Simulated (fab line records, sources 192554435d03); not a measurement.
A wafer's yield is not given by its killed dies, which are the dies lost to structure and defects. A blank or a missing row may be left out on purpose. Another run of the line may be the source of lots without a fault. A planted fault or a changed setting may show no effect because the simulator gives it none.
fab line records | flow n5-finfet
record lots=11 | wafers=33 | last-day=17
route steps=1938 shown BEOL_M12@1612
lots that met no fault: taken from a fault-free run of the same line
start-h: start of the lot's first displayed wafer, in hours after the record's first day | wait-h: hours from the lot's prior step to this one | " the same as in the row above | L1.1+2: a single row standing in for several wafers | - value missing, or start not given | * or withheld: withheld | < > ~ a bound
route shown NAME@n: names a module that has steps shown in the file, with the first one's number in the route | usual: the fault-free wafers' mean and standard deviation | same: alike in all rows | chamber/n: place in a boat | sites: the reading at each site | _std_site: the standard deviation of these | _edge_site: mean of outer sites minus mean of inner sites | radius-mm: for every site, how far away it sits from the centre of the wafer | mask NAME#n: copy n | behind: tool/chamber where the wafer was last shaped | hold: the reason the lot was held/the length of the hold in hours/how it ended | device: the n, p or np transistor that did not switch | end of line: tests of these same wafers at the route's end | where a step has no rows: the recipe by itself | killed: at the first sort, the dies lost to defects and structure; wafer yield is something else | map: shows each die of a wafer: x if killed, . if not, _ if none is there
set.NAME: the setting the step ran with; set.NAME@STEP: the setting that earlier step ran with | model.NAME: the simulator's own value behind a step, which no gauge read
the route's steps for a sample of lots (tables are steps, rows are wafers)
services: the hour from which a tool's chamber was out of use, counted from the record's first day as start-h (under 0 if before that day), plus the number of hours and why
## steps
# step N5_BEOL_M12_CD_MEAS_10
# recipe target-cd-nm=140 | landing-energy-ev=500 | detector=se-inlens | polarity=opening
# usual cd-nm=139.8/1.5
lot.wafer | tool      | chamber | start-h | wait-h | cd-nm
L453.1    | cd-sem-01 | 0       | 227.21  | -      | 140.8
L453.4    | "         | 0       | "       | "      | 139.7
L453.6    | "         | 0       | "       | "      | 139.0
L452.1    | cd-sem-03 | 0       | 232.46  | -      | 141.0
L452.3    | "         | 0       | "       | "      | 138.9
L452.6    | "         | 0       | "       | "      | 136.8
L456.2    | cd-sem-01 | 0       | 259.23  | -      | 140.9
L456.4    | "         | 0       | "       | "      | 140.2
L456.6    | "         | 0       | "       | "      | 140.9
L459.1    | cd-sem-01 | 0       | 264.80  | -      | 138.7
L459.2    | "         | 0       | "       | "      | 139.2
L459.5    | "         | 0       | "       | "      | 141.6
L461.1    | cd-sem-03 | 0       | 285.75  | -      | 141.9
L461.2    | "         | 0       | "       | "      | 138.9
L461.3    | "         | 0       | "       | "      | 138.9
L460.2    | cd-sem-03 | 0       | 285.92  | -      | 136.0
L460.3    | "         | 0       | "       | "      | 137.7
L460.4    | "         | 0       | "       | "      | 137.7
L465.2    | cd-sem-03 | 0       | 307.92  | -      | 144.9
L465.3    | "         | 0       | "       | "      | 140.2
L465.5    | "         | 0       | "       | "      | 140.9
L469.1    | cd-sem-03 | 0       | 330.53  | -      | 140.3
L469.2    | "         | 0       | "       | "      | 139.7
L469.4    | "         | 0       | "       | "      | 139.6
L470.2    | cd-sem-03 | 0       | 337.50  | -      | 138.3
L470.5    | "         | 0       | "       | "      | 140.2
L470.6    | "         | 0       | "       | "      | 140.1
L471.3    | cd-sem-03 | 0       | 343.21  | -      | 138.8
L471.4    | "         | 0       | "       | "      | 141.1
L471.5    | "         | 0       | "       | "      | 141.5
L474.1    | cd-sem-01 | 0       | 369.48  | -      | 138.2
L474.2    | "         | 0       | "       | "      | 140.0
L474.5    | "         | 0       | "       | "      | 137.7
# step N5_BEOL_M12_DESCUM_15
# recipe chemistry=O2 | time-s=7.9 | source-power-w=50 | bias-power-w=20 | pressure-mtorr=20 | rf-frequency-hz=2.712e+07 | temp-c=40 | o2-flow-sccm=225
# usual drypump-motor-current-A=5.6/0.44 | oes-product-au=0.79/0.093 | rf-vpp-V=243.1/1.4 | showerhead-plenum-p-Torr=2.10/0.083 | throttle-valve-pct=20.40/0.18
lot.wafer | tool        | chamber | start-h | wait-h | drypump-motor-current-A | oes-product-au | rf-hours-counter-h | rf-vpp-V | showerhead-plenum-p-Torr | throttle-valve-pct
L453.1    | rie-diel-06 | 2       | 227.30  | 0.0    | 5.6                     | 0.92           | 15                 | 244.6    | 2.23                     | 20.19
L453.4    | "           | 3       | "       | "      | 6.4                     | 0.70           | -                  | 242.1    | 1.98                     | 20.36
L453.6    | "           | 2       | "       | "      | 5.6                     | 0.91           | -                  | 245.1    | 2.23                     | 20.21
L452.1    | rie-diel-03 | 3       | 233.13  | 0.6    | 5.6                     | 0.86           | 62                 | 242.3    | 2.03                     | 20.32
L452.3    | "           | 2       | "       | "      | 6.2                     | 0.72           | 192                | 241.3    | 2.00                     | 20.51
L452.6    | "           | 1       | "       | "      | 5.3                     | 0.91           | -                  | 242.7    | 2.16                     | 20.63
L456.2    | rie-diel-05 | 2       | 259.39  | 0.1    | 5.7                     | 0.73           | 214                | 245.5    | 2.16                     | 20.13
L456.4    | "           | 3       | "       | "      | 5.2                     | 0.86           | 42                 | 242.4    | 2.04                     | 20.51
L456.6    | "           | 3       | "       | "      | 5.2                     | 0.87           | -                  | 241.2    | 2.04                     | 20.53
L459.1    | rie-diel-06 | 2       | 264.89  | 0.0    | 5.6                     | 0.87           | 32                 | 244.5    | 2.23                     | 20.23
L459.2    | "           | 1       | "       | "      | 5.4                     | 0.73           | 171                | 243.6    | 2.07                     | 20.16
L459.5    | "           | 3       | "       | "      | 6.4                     | 0.68           | -                  | 240.9    | 1.98                     | 20.38
L461.1    | rie-diel-03 | 0       | 285.85  | 0.0    | 6.1                     | 0.78           | 140                | 241.2    | 2.02                     | 20.60
L461.2    | "           | 1       | "       | "      | 5.3                     | 0.89           | 47                 | 245.0    | 2.15                     | 20.65
L461.3    | "           | 3       | "       | "      | 5.6                     | 0.84           | 79                 | 242.8    | 2.03                     | 20.37
L460.2    | rie-diel-06 | 1       | 286.01  | 0.0    | 5.4                     | 0.73           | 177                | 242.5    | 2.07                     | 20.17
L460.3    | "           | 0       | "       | "      | 5.0                     | 0.93           | 14                 | 243.6    | 2.17                     | 20.48
L460.4    | "           | 2       | "       | "      | 5.6                     | 0.88           | 38                 | 245.7    | 2.23                     | 20.23
L465.2    | rie-diel-05 | 3       | 308.11  | 0.1    | 5.2                     | 0.84           | 60                 | 242.2    | 2.03                     | 20.54
L465.3    | "           | 2       | "       | "      | 5.6                     | 0.72           | 231                | 244.3    | 2.16                     | 20.18
L465.5    | "           | 2       | "       | "      | 5.7                     | 0.72           | -                  | 243.6    | 2.16                     | 20.16
L469.1    | rie-diel-06 | 2       | 330.61  | 0.0    | 5.6                     | 0.85           | 54                 | 244.9    | 2.22                     | 20.24
L469.2    | "           | 0       | "       | "      | 5.0                     | 0.91           | 29                 | 242.8    | 2.16                     | 20.48
L469.4    | "           | 1       | "       | "      | 5.4                     | 0.73           | -                  | 242.8    | 2.07                     | 20.19
L470.2    | rie-diel-06 | 2       | 337.59  | 0.0    | 5.7                     | 0.85           | 57                 | 244.5    | 2.22                     | 20.26
L470.5    | "           | 0       | "       | "      | 5.0                     | 0.90           | -                  | 243.5    | 2.16                     | 20.50
L470.6    | "           | 2       | "       | "      | 5.6                     | 0.85           | -                  | 244.4    | 2.22                     | 20.27
L471.3    | rie-diel-06 | 3       | 343.42  | 0.1    | 6.4                     | 0.95           | 2                  | 244.3    | 2.24                     | 20.08
L471.4    | "           | 2       | "       | "      | 5.7                     | 0.84           | 59                 | 243.3    | 2.22                     | 20.26
L471.5    | "           | 3       | "       | "      | 6.4                     | 0.95           | -                  | 244.0    | 2.23                     | 20.08
L474.1    | rie-diel-06 | 2       | 369.57  | 0.0    | 5.7                     | 0.84           | 68                 | 246.1    | 2.22                     | 20.28
L474.2    | "           | 1       | "       | "      | 5.4                     | 0.71           | 207                | 243.4    | 2.06                     | 20.23
L474.5    | "           | 1       | "       | "      | 5.4                     | 0.71           | -                  | 241.9    | 2.06                     | 20.22
# step N5_BEOL_M12_CD_MEAS_17
# recipe target-cd-nm=140 | polarity=opening
# usual cd-nm=140.1/1.7
lot.wafer | tool      | chamber | start-h | wait-h | cd-nm
L453.1    | cd-sem-01 | -       | 227.79  | 0.0    | 142.0
L453.4    | "         | -       | "       | "      | 140.2
L453.6    | "         | -       | "       | "      | 138.9
L452.1    | cd-sem-03 | -       | 233.63  | 0.0    | 139.3
L452.3    | "         | -       | "       | "      | 139.3
L452.6    | "         | -       | "       | "      | 136.7
L456.2    | cd-sem-03 | -       | 259.88  | 0.0    | 141.2
L456.4    | "         | -       | "       | "      | 140.2
L456.6    | "         | -       | "       | "      | 141.1
L459.1    | cd-sem-01 | -       | 265.39  | 0.0    | 137.5
L459.2    | "         | -       | "       | "      | 139.9
L459.5    | "         | -       | "       | "      | 142.2
L461.1    | cd-sem-02 | -       | 286.35  | 0.0    | 141.9
L461.2    | "         | -       | "       | "      | 137.8
L461.3    | "         | -       | "       | "      | 138.1
L460.2    | cd-sem-01 | -       | 286.50  | 0.0    | 137.0
L460.3    | "         | -       | "       | "      | 137.2
L460.4    | "         | -       | "       | "      | 138.6
L465.2    | cd-sem-03 | -       | 308.64  | 0.0    | 145.1
L465.3    | "         | -       | "       | "      | 141.3
L465.5    | "         | -       | "       | "      | 142.0
L469.1    | cd-sem-02 | -       | 331.11  | 0.0    | 141.7
L469.2    | "         | -       | "       | "      | 140.2
L469.4    | "         | -       | "       | "      | 141.2
L470.2    | cd-sem-03 | -       | 338.08  | 0.0    | 138.7
L470.5    | "         | -       | "       | "      | 140.0
L470.6    | "         | -       | "       | "      | 141.1
L471.3    | cd-sem-02 | -       | 343.91  | 0.0    | 138.8
L471.4    | "         | -       | "       | "      | 141.1
L471.5    | "         | -       | "       | "      | 141.9
L474.1    | cd-sem-02 | -       | 370.06  | 0.0    | 138.7
L474.2    | "         | -       | "       | "      | 139.6
L474.5    | "         | -       | "       | "      | 138.8
# step N5_BEOL_M12_COAT_65
# recipe resist=SOC | temp-c=250 | time-s=60 | spin-rpm=1500 | resist-thk-nm=300
# usual chill-plate-temp-C=23.01/0.1 | dispense-pressure-kPa=50/6.5 | spin-speed-rpm=1499.9/1
lot.wafer | tool           | chamber | start-h | wait-h | chill-plate-temp-C | dispense-pressure-kPa | spin-speed-rpm
L453.1    | litho-track-05 | 0       | 227.82  | 0.0    | 23.05              | 43                    | 1501.4
L453.4    | "              | 0       | "       | "      | 23.03              | 43                    | 1500.2
L453.6    | "              | 0       | "       | "      | 23.10              | 43                    | 1502.3
L452.1    | litho-track-02 | 0       | 233.67  | 0.0    | 22.95              | 57                    | 1500.8
L452.3    | "              | 0       | "       | "      | 22.94              | 57                    | 1500.2
L452.6    | "              | 0       | "       | "      | 22.88              | 57                    | 1501.6
L456.2    | litho-track-04 | 0       | 259.91  | 0.0    | 23.09              | 54                    | 1500.4
L456.4    | "              | 0       | "       | "      | 22.93              | 54                    | 1501.1
L456.6    | "              | 0       | "       | "      | 22.96              | 54                    | 1498.7
L459.1    | litho-track-05 | 0       | 265.43  | 0.0    | 22.92              | 43                    | 1500.0
L459.2    | "              | 0       | "       | "      | 22.96              | 43                    | 1500.6
L459.5    | "              | 0       | "       | "      | 22.94              | 42                    | 1499.1
L461.1    | litho-track-04 | 0       | 286.38  | 0.0    | 23.14              | 54                    | 1499.6
L461.2    | "              | 0       | "       | "      | 22.99              | 54                    | 1501.1
L461.3    | "              | 0       | "       | "      | 22.94              | 54                    | 1498.5
L460.2    | litho-track-04 | 0       | 286.54  | 0.0    | 22.88              | 54                    | 1500.1
L460.3    | "              | 0       | "       | "      | 22.97              | 54                    | 1500.8
L460.4    | "              | 0       | "       | "      | 22.94              | 54                    | 1500.1
L465.2    | litho-track-04 | 0       | 308.68  | 0.0    | 23.04              | 54                    | 1449.9
L465.3    | "              | 0       | "       | "      | 23.03              | 54                    | 1449.5
L465.5    | "              | 0       | "       | "      | 23.03              | 54                    | 1450.7
L469.1    | litho-track-02 | 0       | 331.14  | 0.0    | 23.02              | 57                    | 1499.1
L469.2    | "              | 0       | "       | "      | 22.98              | 57                    | 1499.3
L469.4    | "              | 0       | "       | "      | 23.08              | 57                    | 1498.4
L470.2    | litho-track-05 | 0       | 338.12  | 0.0    | 22.89              | 42                    | 1500.6
L470.5    | "              | 0       | "       | "      | 22.99              | 42                    | 1500.2
L470.6    | "              | 0       | "       | "      | 22.96              | 43                    | 1499.7
L471.3    | litho-track-02 | 0       | 343.95  | 0.0    | 23.00              | 57                    | 1499.1
L471.4    | "              | 0       | "       | "      | 22.82              | 57                    | 1498.9
L471.5    | "              | 0       | "       | "      | 22.84              | 57                    | 1501.8
L474.1    | litho-track-05 | 0       | 370.10  | 0.0    | 23.07              | 42                    | 1501.4
L474.2    | "              | 0       | "       | "      | 22.98              | 43                    | 1501.4
L474.5    | "              | 0       | "       | "      | 22.88              | 43                    | 1500.1
## services
tool           | chamber | start-h | hours | kind
rie-diel-06    | 0       | 219.61  | -     | clean
rie-diel-06    | 0       | 219.61  | -     | consumable-replace:focus-ring
rie-diel-06    | 0       | 219.61  | 23.5  | scheduled-down
rie-diel-06    | 0       | 219.61  | 23.5  | vent-cycle
rie-diel-03    | 0       | 223.19  | 7.0   | repair
rie-diel-06    | 3       | 249.82  | 7.8   | repair
rie-diel-06    | 1       | 268.25  | 3.5   | repair
litho-track-04 | -       | 273.91  | -     | consumable-replace:filter
rie-diel-05    | 1       | 280.42  | 2.5   | repair
litho-track-05 | -       | 315.80  | -     | consumable-replace:filter
rie-diel-06    | 3       | 326.48  | -     | clean
rie-diel-06    | 3       | 326.48  | -     | consumable-replace:focus-ring
rie-diel-06    | 3       | 326.48  | -     | consumable-replace:showerhead
rie-diel-06    | 3       | 326.48  | 11.6  | scheduled-down
rie-diel-06    | 3       | 326.48  | 11.6  | vent-cycle
rie-diel-05    | 0       | 343.60  | -     | clean
rie-diel-05    | 0       | 343.60  | -     | consumable-replace:focus-ring
rie-diel-05    | 0       | 343.60  | 13.6  | scheduled-down
rie-diel-05    | 0       | 343.60  | 13.6  | vent-cycle
rie-diel-05    | 1       | 357.20  | -     | clean
rie-diel-05    | 1       | 357.20  | -     | consumable-replace:focus-ring
rie-diel-05    | 1       | 357.20  | 21.8  | scheduled-down
rie-diel-05    | 1       | 357.20  | 21.8  | vent-cycle
## key
first-sign step=N5_BEOL_M12_COAT_65 | reading=spin-speed-rpm | direction=down | sigmas=48 | usual=* | struck=*
effect none on later readings
met-at N5_BEOL_M12_COAT_65
struck-lots L465
not-acting-at N5_BEOL_M12_CD_MEAS_10,N5_BEOL_M12_DESCUM_15,N5_BEOL_M12_CD_MEAS_17
onset-between 286.54 308.68
fault kind=process-parameter-drift | tool=litho-track-04 | chamber=- | onset-h=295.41 | steps=N5_BEOL_M12_COAT_65 | channel=spin-rpm | offset=* | shape=step | acts-in=* | stated=*
